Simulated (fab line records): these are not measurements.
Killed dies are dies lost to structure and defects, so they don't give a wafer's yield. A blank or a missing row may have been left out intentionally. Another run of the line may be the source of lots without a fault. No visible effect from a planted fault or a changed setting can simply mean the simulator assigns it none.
Which tool was responsible? :: flow nand harc :: Sampling: 6 lots, 18 wafers, 5 of 1159 route steps

WHAT THE GAUGES READ, wafer by wafer
NHARC_END_SORT_01.
lot: L735
measured: day 21 05:47
on: prober-01
defect limited yield (%): 0 0 0

lot: L737
measured: day 21 13:46
on: prober-01
defect limited yield (%): 0 0 0

EACH LOT AND THE TOOL THAT RAN IT (in order: tool; ch and the chambers of the sampled wafers; start)
lot: L730
NHARC_P_CONTACT_ETCH_18: rie diel-08 ch 0,1,2, day 6 14:05 or earlier
NHARC_P_CONTACT_PVD_32: pvd sputter-01, day 6 14:05 or earlier
NHARC_P_M0_ETCH_15: rie diel-12 ch 0,2, day 6 14:05
NHARC_P_M0_ANNEAL_30: rtp anneal-02 ch 0, day 6 15:39

lot: L735
NHARC_P_CONTACT_ETCH_18: rie diel-04 ch 2,3, day 7 13:41 or earlier
NHARC_P_CONTACT_PVD_32: pvd sputter-02, day 7 13:41 or earlier
NHARC_P_M0_ETCH_15: rie diel-12 ch 0,2,3, day 7 13:41
NHARC_P_M0_ANNEAL_30: rtp anneal-01 ch 0, day 7 15:16

lot: L737
NHARC_P_CONTACT_ETCH_18: rie diel-08 ch 0,2,3, day 8 06:29 or earlier
NHARC_P_CONTACT_PVD_32: pvd sputter-01, day 8 06:29 or earlier
NHARC_P_M0_ETCH_15: rie diel-09 ch 1,2,3, day 8 06:29
NHARC_P_M0_ANNEAL_30: rtp anneal-02 ch 0, day 8 07:58

lot: L746
NHARC_P_CONTACT_ETCH_18: rie diel-08 ch 0,3, day 10 05:51 or earlier
NHARC_P_CONTACT_PVD_32: pvd sputter-03, day 10 05:51 or earlier
NHARC_P_M0_ETCH_15: rie diel-09 ch 0,2, day 10 05:51
NHARC_P_M0_ANNEAL_30: rtp anneal-02 ch 0, day 10 07:46

lot: L747
NHARC_P_CONTACT_ETCH_18: rie diel-13 ch 0,2, day 10 16:04 or earlier
NHARC_P_CONTACT_PVD_32: pvd sputter-02, day 10 16:04 or earlier
NHARC_P_M0_ETCH_15: rie diel-12 ch 0,1,2, day 10 16:04
NHARC_P_M0_ANNEAL_30: rtp anneal-01 ch 0, day 10 17:38

lot: L751
NHARC_P_CONTACT_ETCH_18: rie diel-04 ch 1,2,3, day 12 00:32 or earlier
NHARC_P_CONTACT_PVD_32: pvd sputter-02, day 12 00:32 or earlier
NHARC_P_M0_ETCH_15: rie diel-02 ch 0,3, day 12 00:32
NHARC_P_M0_ANNEAL_30: rtp anneal-01 ch 0, day 12 02:04
- NHARC_P_CONTACT_ETCH_18: etches the open film in C4F8/O2/Ar, target depth 481 nm, time 240.5 s.
- NHARC_P_CONTACT_PVD_32: deposits Ti, target thk 5 nm, time 17.7 s.
- NHARC_P_M0_ETCH_15: etches the open film in C4F8/Ar, target depth 150 nm, overetch 15 nm, time 82.5 s.
- NHARC_P_M0_ANNEAL_30: time 90 s.

THE ANSWER, worked out from the rows above alone
Rule: the usual values come from the lots themselves. Put in order of their means at a reading, lots are off if they are a third of the lots or fewer, leave a main group of 4 or more, and stand apart from it by a gap of 3 or more times the standard deviation of the main group's means; of several such gaps the widest counts. The tables above print the reading to a certain number of digits; a main group whose means all agree to those digits is not used. Also off: a lot with no number at a reading for which 4 or more lots have one. The other lots that the step has rows for count as sound.
No lot is off on any of the readings shown, so nothing can be concluded from this.

WHAT HAD BEEN PUT IN BY THE SIMULATOR
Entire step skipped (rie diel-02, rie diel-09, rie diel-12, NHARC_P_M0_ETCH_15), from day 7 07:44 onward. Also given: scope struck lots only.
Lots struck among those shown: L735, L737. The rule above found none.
